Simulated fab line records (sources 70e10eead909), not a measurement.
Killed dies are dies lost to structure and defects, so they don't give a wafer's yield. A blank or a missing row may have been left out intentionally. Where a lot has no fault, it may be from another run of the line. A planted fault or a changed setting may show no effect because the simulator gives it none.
fab line records ; flow nand-harc
record: lots: 13; wafers: 39; last-day: 34
route steps=1302 shown P_ZERO_WELL@19 P_STI@100 P_GATE@185
lots with no fault: from the same line, run without faults
start-h: the number of hours between the record's first day and the start of the first shown wafer of the lot ; wait-h: hours since the lot's step before ; " identical to the entry in the row above ; L1.1+2: several wafers, shown together as one row ; - value missing, or start not given ; * or withheld: withheld ; < > ~ a bound
route shown NAME@n: NAME is a module with steps in the file, n the number in the route of the first one ; usual: average and standard deviation across the fault-free wafers ; same: alike in all rows ; chamber/n: place in a boat ; sites: per-site readings ; _std_site: standard deviation of those values ; _edge_site: outer sites' mean less inner sites' ; radius-mm: how far each site lies from the wafer's centre ; mask NAME#n: copy n ; behind: the most recent tool/chamber to have shaped the wafer ; hold: the reason the lot was held/the length of the hold in hours/how it ended ; device: the n, p or np transistor that did not switch ; end of line: tests of these same wafers at the route's end ; where a step has no rows: the recipe by itself ; killed: the dies lost at the first sort to structure and to defects; this is not the yield of the wafer ; map: dies across one wafer; x = killed, . = not, _ = none there
set.NAME: the run value of the setting; set.NAME@STEP: its run value at that earlier step ; model.NAME: the simulator's own value behind a step, which no gauge read
the route's steps for a sample of lots (tables are steps, rows are wafers)
services: a tool's chamber out of use, with start hour (start-h, from the record's first day; less than 0 if before it), hours out, and reason
== steps ==
step: NHARC_P_ZERO_WELL_ETCH_63
recipe: target-depth-a: 1200; time-s: 40.1; hbr-flow-sccm: 150; cl2-flow-sccm: 50; rf-w: 400; icp-w: 400; bias-w: 100; chemistry: HBr/Cl2
usual: bias-w: 100.0/0.31; drypump-motor-current-A: 5.9/0.36; he-backside-leak-sccm: 2.70/0.24; oes-product-au: 0.998/0.0093; throttle-valve-pct: 26.406/0.0094
lot.wafer;tool;chamber;start-h;wait-h;bias-w;drypump-motor-current-A;he-backside-leak-sccm;oes-product-au;rf-hours-counter-h;throttle-valve-pct
L972.3;rie-si-06;3;31.66;-;99.8;6.3;2.53;1.002;0.64;26.393
L972.6;rie-si-06;2;31.66;-;100.1;6.0;2.50;1.022;-;26.400
L972.5;rie-si-06;3;31.66;-;100.2;6.3;2.42;1.018;-;26.415
L973.4;rie-si-06;1;41.93;-;100.1;6.2;3.02;1.007;0.70;26.400
L973.5;rie-si-06;3;41.93;-;99.6;6.3;2.69;1.001;-;26.413
L973.6;rie-si-06;0;41.93;-;99.6;5.4;2.86;1.002;-;26.425
L977.3;rie-si-02;1;81.54;-;99.8;5.6;2.40;0.995;1.03;26.408
L977.4;rie-si-02;3;81.54;-;100.1;6.3;2.99;1.002;1.05;26.403
L977.5;rie-si-02;1;81.54;-;99.9;5.6;2.33;1.015;-;26.398
L978.3;rie-si-01;0;91.79;-;100.2;5.7;2.59;1.022;0.43;26.397
L978.1;rie-si-01;2;91.79;-;99.7;5.3;2.55;0.989;0.36;26.391
L978.5;rie-si-01;0;91.79;-;100.0;5.7;2.56;1.007;-;26.409
L979.4;rie-si-01;2;101.72;-;100.0;5.3;2.60;0.986;0.43;26.410
L979.1;rie-si-01;3;101.72;-;100.2;6.4;2.99;0.994;0.49;26.423
L979.5;rie-si-01;2;101.72;-;99.9;5.3;2.43;0.995;-;26.414
L980.2;rie-si-02;3;111.75;-;100.1;6.3;3.11;0.992;0.00;26.390
L980.3;rie-si-02;0;111.75;-;99.9;5.7;2.71;0.996;0.00;26.414
L980.4;rie-si-02;1;111.75;-;100.0;5.6;2.29;0.977;0.00;26.400
L981.2;rie-si-02;1;121.65;-;100.1;5.6;2.39;0.992;0.07;26.403
L981.6;rie-si-02;1;121.65;-;99.9;5.6;2.34;0.980;-;26.405
L981.5;rie-si-02;2;121.65;-;100.0;5.6;2.57;0.984;-;26.406
L987.1;rie-si-06;1;181.57;-;99.8;6.2;3.07;1.008;0.66;26.403
L987.2;rie-si-06;2;181.57;-;100.3;6.0;2.45;1.002;0.71;26.412
L987.6;rie-si-06;1;181.57;-;100.4;6.2;3.02;1.002;-;26.396
L989.4;rie-si-06;3;201.76;-;99.5;6.3;2.57;1.008;0.84;26.413
L989.1;rie-si-06;1;201.76;-;99.3;6.2;2.95;0.998;0.81;26.398
L989.5;rie-si-06;3;201.76;-;99.6;6.3;2.57;1.002;-;26.392
L990.3;rie-si-06;1;211.66;-;99.7;6.2;2.97;1.002;0.85;26.384
L990.4;rie-si-06;3;211.66;-;99.3;6.3;2.62;0.997;0.92;26.402
L990.2;rie-si-06;0;211.66;-;99.7;5.4;2.84;1.003;0.86;26.407
L991.3;rie-si-06;3;221.71;-;100.5;6.3;2.65;1.003;0.94;26.409
L991.2;rie-si-06;0;221.71;-;99.8;5.4;3.05;1.005;0.88;26.412
L991.5;rie-si-06;3;221.71;-;100.7;6.4;2.50;1.002;-;26.408
L992.3;rie-si-01;2;231.68;-;99.6;5.3;2.44;1.006;0.11;26.400
L992.1;rie-si-01;3;231.68;-;99.9;6.4;2.95;0.995;0.16;26.414
L992.6;rie-si-01;1;231.68;-;100.2;5.7;2.25;1.011;-;26.409
L994.3;rie-si-02;3;251.67;-;100.0;6.2;3.14;1.007;0.80;26.404
L994.1;rie-si-02;1;251.67;-;100.1;5.6;2.35;0.988;0.99;26.414
L994.4;rie-si-02;3;251.67;-;99.7;6.2;3.06;1.006;-;26.419
step: NHARC_P_ZERO_WELL_CD_MEAS_37
recipe: target-cd-nm: 720; landing-energy-ev: 500
usual: cd-nm: 720.0/1.6
lot.wafer;tool;chamber;start-h;wait-h;cd-nm
L972.3;cd-sem-01;0;34.12;-;721.9
L972.5;cd-sem-01;0;34.12;-;721.0
L972.6;cd-sem-01;0;34.12;-;720.0
L973.4;cd-sem-02;0;44.64;-;719.2
L973.5;cd-sem-02;0;44.64;-;721.2
L973.6;cd-sem-02;0;44.64;-;720.4
L977.3;cd-sem-02;0;84.69;-;722.4
L977.4;cd-sem-02;0;84.69;-;719.6
L977.5;cd-sem-02;0;84.69;-;720.4
L978.1;cd-sem-02;0;94.40;-;719.6
L978.3;cd-sem-02;0;94.40;-;722.1
L978.5;cd-sem-02;0;94.40;-;719.7
L979.1;cd-sem-03;0;104.27;-;720.6
L979.4;cd-sem-03;0;104.27;-;721.1
L979.5;cd-sem-03;0;104.27;-;720.2
L980.2;cd-sem-01;0;114.17;-;719.6
L980.3;cd-sem-01;0;114.17;-;720.5
L980.4;cd-sem-01;0;114.17;-;719.1
L981.2;cd-sem-01;0;124.10;-;718.3
L981.5;cd-sem-01;0;124.10;-;719.3
L981.6;cd-sem-01;0;124.10;-;722.2
L987.1;cd-sem-01;0;183.87;-;722.0
L987.2;cd-sem-01;0;183.87;-;719.0
L987.6;cd-sem-01;0;183.87;-;719.2
L989.1;cd-sem-03;0;204.32;-;720.1
L989.4;cd-sem-03;0;204.32;-;719.3
L989.5;cd-sem-03;0;204.32;-;715.8
L990.2;cd-sem-01;0;214.09;-;717.7
L990.3;cd-sem-01;0;214.09;-;721.4
L990.4;cd-sem-01;0;214.09;-;718.0
L991.2;cd-sem-01;0;226.96;-;722.1
L991.3;cd-sem-01;0;226.96;-;722.2
L991.5;cd-sem-01;0;226.96;-;722.0
L992.1;cd-sem-02;0;234.20;-;719.3
L992.3;cd-sem-02;0;234.20;-;719.9
L992.6;cd-sem-02;0;234.20;-;717.6
L994.1;cd-sem-03;0;254.16;-;717.8
L994.3;cd-sem-03;0;254.16;-;718.1
L994.4;cd-sem-03;0;254.16;-;720.8
step: NHARC_P_STI_CMP_21
recipe: t-overpolish-s: 20; target-thk-nm: 380.67
usual: motor-current-A: 12.1/1.1; overpolish-run-s: 20.001/0.0095; t-overpolish-s: 20/0
lot.wafer;tool;chamber;start-h;wait-h;motor-current-A;overpolish-run-s;t-overpolish-s
L972.3;cmp-01;0;76.80;0.4;11.6;19.997;20
L972.5;cmp-01;2;76.80;0.4;11.2;20.008;20
L972.6;cmp-01;3;76.80;0.4;12.1;20.010;20
L973.4;cmp-03;1;84.21;0.4;12.9;19.999;20
L973.5;cmp-03;1;84.21;0.4;13.4;19.997;20
L973.6;cmp-03;2;84.21;0.4;12.9;19.996;20
L977.4;cmp-03;3;135.96;0.4;11.0;20.000;20
L977.3;cmp-03;2;135.96;0.4;13.8;20.001;20
L977.5;cmp-03;0;135.96;0.4;11.3;19.989;20
L978.1;cmp-01;2;147.20;0.4;10.4;20.010;20
L978.3;cmp-01;3;147.20;0.4;12.4;20.011;20
L978.5;cmp-01;1;147.20;0.4;10.5;19.996;20
L979.1;cmp-03;1;153.69;0.4;12.8;19.992;20
L979.4;cmp-03;3;153.69;0.4;11.0;20.003;20
L979.5;cmp-03;0;153.69;0.4;11.5;20.006;20
L980.2;cmp-04;0;163.72;0.4;11.8;20.008;20
L980.4;cmp-04;2;163.72;0.4;13.3;20.001;20
L980.3;cmp-04;3;163.72;0.4;11.4;19.985;20
L981.2;cmp-01;1;163.79;0.4;10.7;20.002;20
L981.6;cmp-01;2;163.79;0.4;10.6;19.991;20
L981.5;cmp-01;3;163.79;0.4;11.7;20.001;20
L987.1;cmp-01;0;231.75;0.4;11.4;77.040;77.058
L987.2;cmp-01;3;231.75;0.4;12.0;77.067;77.058
L987.6;cmp-01;0;231.75;0.4;10.5;77.053;77.058
L989.1;cmp-01;3;245.68;0.4;11.7;77.044;77.058
L989.4;cmp-01;0;245.68;0.4;11.8;77.072;77.058
L989.5;cmp-01;1;245.68;0.4;10.5;77.060;77.058
L990.4;cmp-04;2;261.61;0.4;13.3;20.007;20
L990.3;cmp-04;3;261.61;0.4;11.6;19.990;20
L990.2;cmp-04;0;261.61;0.4;12.2;19.994;20
L991.3;cmp-04;3;266.03;0.4;12.1;20.002;20
L991.2;cmp-04;1;266.03;0.4;13.0;19.996;20
L991.5;cmp-04;2;266.03;0.4;14.0;20.011;20
L992.1;cmp-03;1;272.58;0.4;13.0;20.019;20
L992.3;cmp-03;3;272.58;0.4;11.4;19.995;20
L992.6;cmp-03;1;272.58;0.4;13.8;19.985;20
L994.4;cmp-03;0;291.96;0.4;11.7;20.017;20
L994.1;cmp-03;2;291.96;0.4;13.8;20.006;20
L994.3;cmp-03;3;291.96;0.4;11.6;19.991;20
step: NHARC_P_GATE_CD_MEAS_59
recipe: target-cd-nm: 720; landing-energy-ev: 500
usual: cd-nm: 719.4/1.7
lot.wafer;tool;chamber;start-h;wait-h;cd-nm
L972.3;cd-sem-01;0;125.68;-;719.6
L972.5;cd-sem-01;0;125.68;-;720.2
L972.6;cd-sem-01;0;125.68;-;721.3
L973.4;cd-sem-01;0;135.20;-;718.0
L973.5;cd-sem-01;0;135.20;-;719.2
L973.6;cd-sem-01;0;135.20;-;721.1
L977.3;cd-sem-03;0;187.58;-;721.1
L977.4;cd-sem-03;0;187.58;-;719.1
L977.5;cd-sem-03;0;187.58;-;719.2
L978.1;cd-sem-01;0;194.76;-;717.4
L978.3;cd-sem-01;0;194.76;-;721.1
L978.5;cd-sem-01;0;194.76;-;719.6
L979.1;cd-sem-01;0;197.93;-;717.8
L979.4;cd-sem-01;0;197.93;-;717.1
L979.5;cd-sem-01;0;197.93;-;720.4
L981.2;cd-sem-03;0;210.01;-;717.3
L981.5;cd-sem-03;0;210.01;-;718.7
L981.6;cd-sem-03;0;210.01;-;716.0
L980.2;cd-sem-02;0;210.60;-;717.7
L980.3;cd-sem-02;0;210.60;-;720.9
L980.4;cd-sem-02;0;210.60;-;721.6
L987.1;cd-sem-02;0;280.65;-;719.3
L987.2;cd-sem-02;0;280.65;-;721.6
L987.6;cd-sem-02;0;280.65;-;721.0
L989.1;cd-sem-03;0;290.73;-;718.7
L989.4;cd-sem-03;0;290.73;-;717.1
L989.5;cd-sem-03;0;290.73;-;722.0
L990.2;cd-sem-02;0;307.62;-;717.4
L990.3;cd-sem-02;0;307.62;-;716.8
L990.4;cd-sem-02;0;307.62;-;714.9
L991.2;cd-sem-01;0;311.70;-;718.4
L991.3;cd-sem-01;0;311.70;-;719.0
L991.5;cd-sem-01;0;311.70;-;719.2
L992.1;cd-sem-02;0;327.79;-;721.2
L992.3;cd-sem-02;0;327.79;-;720.7
L992.6;cd-sem-02;0;327.79;-;719.9
L994.1;cd-sem-01;0;338.68;-;721.5
L994.3;cd-sem-01;0;338.68;-;719.4
L994.4;cd-sem-01;0;338.68;-;719.2
== services ==
tool;chamber;start-h;hours;kind
cmp-03;-;10.78;7.2;repair
cmp-01;-;15.51;0.5;repair
cmp-04;-;15.89;4.0;pm
cmp-03;-;23.92;0.8;repair
cmp-01;-;45.56;20.9;repair
rie-si-06;-;53.76;4.1;repair
cmp-03;-;65.29;4.0;pm
rie-si-06;-;72.00;9.0;pm
cmp-01;-;72.49;3.5;repair
rie-si-02;3;86.76;3.9;repair
cmp-01;-;87.62;4.0;pm
rie-si-02;-;100.00;9.0;pm
cmp-03;-;112.29;0.9;repair
rie-si-02;2;123.60;6.5;repair
cmp-01;-;151.97;0.8;repair
rie-si-06;0;152.38;7.3;repair
cmp-03;-;163.29;4.0;pm
cmp-01;-;185.62;4.0;pm
rie-si-06;-;249.00;9.0;pm
rie-si-02;2;249.80;3.1;repair
cmp-03;-;261.29;4.0;pm
rie-si-02;-;277.00;9.0;pm
cmp-01;-;283.69;4.0;pm
cmp-01;-;288.49;3.5;repair
== key ==
first-sign: step: NHARC_P_STI_CMP_21; reading: t-overpolish-s; direction: up; sigmas: 99+; usual: 20; struck: 77.058
effect: step: NHARC_P_STI_CMP_21; reading: overpolish-run-s; direction: up; sigmas: 99+; usual: 20.001; struck: 77.056
met-at NHARC_P_STI_CMP_21
struck-lots L987,L989
tester-left-out L987,L989
not-acting-at NHARC_P_ZERO_WELL_ETCH_63,NHARC_P_ZERO_WELL_CD_MEAS_37,NHARC_P_GATE_CD_MEAS_59
onset-between 163.79 231.75
fault: kind: process-parameter-drift; tool: cmp-01; chamber: -; onset-h: 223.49; steps: NHARC_P_STI_CMP_21; channel: t-overpolish-s; offset: 57.058; shape: step; end-h: 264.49; acts-in: these-recipes-only; stated: 20
tester-left-out: of these lots the tester's yield and bins aren't shown, on N5 and GAA mostly nor the transistor test; their killed dies are dies lost to structure and defects alone, not to doping, threshold or leakage, so they don't give the yield
